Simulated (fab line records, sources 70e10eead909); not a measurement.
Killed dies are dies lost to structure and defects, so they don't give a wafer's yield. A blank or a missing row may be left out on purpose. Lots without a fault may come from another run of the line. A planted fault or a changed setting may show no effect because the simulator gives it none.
What tool caused it?    flow nand-harc    Sampling: 6 lots, 18 wafers, 5 of 1159 route steps

== WHAT THE GAUGES SHOWED, per wafer ==
NHARC_END_SORT_01.
lot   measured      on         killed-at-array
L516  day 24 23:32  prober-02  642 625 70
L520  day 25 05:44  prober-02  43 618 33

== WHAT TOOL EACH LOT RAN ON (gives the tool, then ch and the chambers of the sampled wafers, and finally the start) ==
lot   NHARC_A_CONTACT_DESCUM_74           NHARC_A_CONTACT_ETCH_76             NHARC_A_CONTACT_ETCH_125              NHARC_A_CONTACT_ETCH_126
L498  rie-diel-02 ch 0,1, day 17 05:15    rie-diel-02 ch 2,3, day 17 05:28    har-cap-etch-01 ch 0,1, day 17 06:37  har-cap-etch-01 ch 0,1, day 17 06:46
L503  rie-diel-05 ch 0,2,3, day 18 11:58  rie-diel-05 ch 0,2,3, day 18 12:20  har-cap-etch-03 ch 0,1, day 18 13:47  har-cap-etch-03 ch 0,1, day 18 13:56
L511  rie-diel-04 ch 0,1,3, day 19 17:14  rie-diel-04 ch 0,1,3, day 19 17:28  har-cap-etch-01 ch 0,1, day 19 18:37  har-cap-etch-01 ch 0,1, day 19 18:45
L513  rie-diel-02 ch 0,1,2, day 20 18:47  rie-diel-02 ch 1,2,3, day 20 19:01  har-cap-etch-01 ch 0,1, day 20 20:08  har-cap-etch-01 ch 0,1, day 20 20:17
L516  rie-diel-04 ch 1,2,3, day 22 00:20  rie-diel-04 ch 0,1, day 22 00:33    har-cap-etch-01 ch 0,1, day 22 01:46  har-cap-etch-01 ch 0,1, day 22 01:55
L520  rie-diel-04 ch 0,1,3, day 22 05:40  rie-diel-04 ch 0,1,3, day 22 05:50  har-cap-etch-02 ch 0,1, day 22 07:03  har-cap-etch-02 ch 0,1, day 22 07:14
- NHARC_A_CONTACT_DESCUM_74: chemistry O2, time 3 s.
- NHARC_A_CONTACT_ETCH_76: etches the open film in N2/H2, target depth 260 nm, time 475.3 s.
- NHARC_A_CONTACT_ETCH_125: etches the open film in C4F8/O2/Ar, time 155 s, target depth 956 nm.
- NHARC_A_CONTACT_ETCH_126: etches the open film in C4F8/O2/Ar, time 155 s, target depth 956 nm.

== THE ANSWER, worked out from the rows above alone ==
Rule: usual is defined by the lots themselves. The widest of any qualifying gaps counts: lots, ordered by their means at a reading, are off when they make up no more than a third of the lots, leave a main group of 4 or more, and stand apart from it by 3 or more times the standard deviation of that group's means. The tables above print the reading to a certain number of digits; a main group whose means all agree to those digits is not used. A lot without any number at a reading at which 4 lots or more have one is off too. Any other lot the step has rows for is counted as sound.
Nothing can be told from this: no lot is off at any reading shown.

== WHAT THE SIMULATOR PUT IN ==
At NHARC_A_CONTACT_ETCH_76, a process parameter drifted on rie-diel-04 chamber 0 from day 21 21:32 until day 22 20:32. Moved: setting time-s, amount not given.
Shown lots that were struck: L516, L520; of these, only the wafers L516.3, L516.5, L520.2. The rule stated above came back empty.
